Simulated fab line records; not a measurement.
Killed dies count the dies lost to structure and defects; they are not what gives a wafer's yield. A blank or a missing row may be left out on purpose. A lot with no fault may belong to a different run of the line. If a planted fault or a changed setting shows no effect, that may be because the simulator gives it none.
A struck lot beside a sound one + flow nandHarc + 15 out of 1302 route steps
Sound: the wafers L363.1, L363.3, L363.6. Struck: wafer L367.5. (L367.3, L367.4 of the same lot were not struck and are left out.) The cause comes at the end.
At each step with rows: each side's tool, then ch and its chambers, then its first start. Under that, the readings that differ: sound wafers + struck wafers + difference of the means + sigmas: that difference in standard deviations of wafers without a fault.
alike: words and numbers the same on both sides, and readings whose means are apart by under 2 such deviations; not compared: readings that were withheld, readings missing a value for some wafer, numbers with overlapping values and no deviation given by the record, and bounds like >300 which may hide the same value.
Wherever a step has rows on one side only, a row that says differs or no value, or a row with sigmas, the two part there. When numbers do not overlap yet have no deviation, they are printed without sigmas and do not part them. Lack of a reading on every wafer of one side parts them only where that side has two or more wafers.

first, 1 step without rows for these wafers: NHARC_A_ONON_D1_DEP_12 (target thk 1000 nm).
NHARC_A_ONON_D1_THK_MEAS_14: measures by ellipsometry.
  sound: filmMetro-02 at day 10 04:24; struck: filmMetro-02 at day 11 21:55
| reading    | sound       | struck | difference | sigmas |
|------------|-------------|--------|------------|--------|
| thkNm (nm) | 989 989 989 | 1007   | +18        | +2     |
then, 2 steps without rows for these wafers: NHARC_A_ONON_D1_ANNEAL_15 (time 3600 s); NHARC_A_ONON_D1_DEP_16 (target thk 1000 nm).
NHARC_A_ONON_D1_THK_MEAS_18: measures by ellipsometry.
  sound: filmMetro-02 at day 10 12:14; struck: filmMetro-02 at day 12 05:41
| reading    | sound       | struck | difference | sigmas |
|------------|-------------|--------|------------|--------|
| thkNm (nm) | 997 993 995 | 1013   | +18        | +2     |
then, no rows for these wafers at 1 step: NHARC_A_ONON_D1_DEP_19 (target thk 1000 nm).
NHARC_A_ONON_D1_THK_MEAS_21: measures by ellipsometry.
  sound: filmMetro-01 at day 10 12:49; struck: filmMetro-01 at day 12 06:14
  alike: thkNm
then, no rows for these wafers at 1 step: NHARC_A_ONON_D1_DEP_22 (target thk 1000 nm).
NHARC_A_ONON_D1_THK_MEAS_24: measures by ellipsometry.
  sound: filmMetro-01 at day 10 13:23; struck: filmMetro-01 at day 12 06:49
  alike: thkNm
then, no rows for these wafers at 1 step: NHARC_A_ONON_D1_DEP_25 (target thk 1000 nm).
NHARC_A_ONON_D1_THK_MEAS_27: measures by ellipsometry.
  sound: filmMetro-01 at day 10 13:57; struck: filmMetro-01 at day 12 07:22
| reading    | sound       | struck | difference | sigmas |
|------------|-------------|--------|------------|--------|
| thkNm (nm) | 982 984 984 | 1007   | +24        | +3     |
NHARC_A_ONON_D1_DEP_28: target thk 1000 nm.
  sound on pecvdOnon-04 ch 0, day 10 14:00; struck on pecvdOnon-02 ch 0, day 12 07:32
NHARC_A_ONON_D1_THK_MEAS_30: measures by ellipsometry.
  sound: filmMetro-01 at day 10 14:31; struck: filmMetro-01 at day 12 07:56
| reading    | sound          | struck | difference | sigmas |
|------------|----------------|--------|------------|--------|
| thkNm (nm) | 1012 1011 1012 | 1501   | +489       | +65    |
NHARC_A_ONON_D1_DEP_33: deposits SiO2, target thk 200 nm.
  sound on pecvd-03 ch 0,1,2, day 10 15:00; struck on pecvd-03 ch 1, day 12 08:02
  alike: heaterPowerW, throttleValvePct
-- the record jumps here: 16 days lie between the struck wafers' starts before and after (it left off in module A_ONON_D1 and takes up again in module END, whose first step shown is number 1302 of the route) --
NHARC_END_SORT_01:
  at this point the record logs the struck wafers (prober-02 ch 0, day 28 18:34) and has no rows for the sound ones

WHERE THEY PART
Earliest at NHARC_A_ONON_D1_THK_MEAS_14; latest, in this record, at NHARC_END_SORT_01.

WHY: what had been put in by the simulator
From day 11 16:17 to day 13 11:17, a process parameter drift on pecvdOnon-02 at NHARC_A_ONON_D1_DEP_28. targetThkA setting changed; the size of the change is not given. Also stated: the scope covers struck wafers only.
